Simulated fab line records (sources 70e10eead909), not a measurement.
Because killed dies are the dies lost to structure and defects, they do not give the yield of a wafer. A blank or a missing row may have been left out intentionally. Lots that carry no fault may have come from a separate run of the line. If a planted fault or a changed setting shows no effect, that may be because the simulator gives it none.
Problem report, 8D (eight disciplines) form, completed by code :: flow nand harc :: the parts of the form that need people (team, actions taken, sign-off) are left out

## 1. WHAT WENT WRONG
At NHARC_P_ZERO_WELL_STRIP_56, run length s averages 171.2 s over 6 wafers from 2 lots, while fault-free wafers read 843.2 s, standard deviation 1.1. So: -99 or more standard deviations from the usual mean.
The step: strips in SPM, time 840 s.
Seen first at day 5 10:47 on wet bench-09, wafer L680.4. Wafers with a number at this step in the record: 36, from 12 lots. By rule, "out" or "out of limits" means more than 4 standard deviations away from the usual mean. The rest of the wafers with a number are treated as sound.

## 2. WHAT IT IS; WHAT IT IS NOT
question: which readings at this step
is: run length s
is not: -

question: which lots
is: L680, L683
is not: L672, L673, L677, L689, L690, L691, L692, L693, L694, L695

question: which wafers of those lots
is: all that have a number
is not: -

question: read on which tools
is: wet bench-09
is not: wet bench-01, wet bench-05

question: when
is: from day 5 10:47
is not: up to then (9 sound wafers); but 21 sound wafers of L689, L690, L691, L692, L693, L694, L695 came after

## 3. SUSPECTS, AND WHAT RULES EACH OUT
Counting: a tool stays on the suspect list if, at a process step up to the reading, it processed all lots that are out and no sound lot following the first of them.
- wet bench-09 at NHARC_P_ZERO_WELL_STRIP_56 (strips in SPM, time 840 s): ruled out as a lasting fault. After its first lot that is out, L680 (day 5 10:47), sound lots L691, L694 ran on it.
Left after counting: nothing in the record.

## 4. THE CAUSE (what the simulator had put in)
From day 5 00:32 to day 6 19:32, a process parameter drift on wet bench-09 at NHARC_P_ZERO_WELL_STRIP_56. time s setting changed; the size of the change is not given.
Counting ruled it out, wrongly.

## 5. THE EFFECT CHAIN, in route order
Each row: a reading where the mean over the struck wafers with a number is more than 3 standard deviations away from the usual. Only readings whose record carries a usual standard deviation are examined. hours: median over the lots of the time between each lot's start at the first step of this table that gives one and its start at this step. sigmas: the change, counted in usual standard deviations.
hours: 0
step: NHARC_P_ZERO_WELL_STRIP_56
reading: run length s
usual: 843.2 s
on struck wafers: 171.2
change: -672.0
sigmas: -99 or more
The process steps in it:
- NHARC_P_ZERO_WELL_STRIP_56: strips in SPM, time 840 s.

## 6. HOW IT WOULD HAVE BEEN CAUGHT EARLIER
In this record the first reading out of limits was taken at day 5 10:47, 10 hours after the fault began at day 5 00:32.
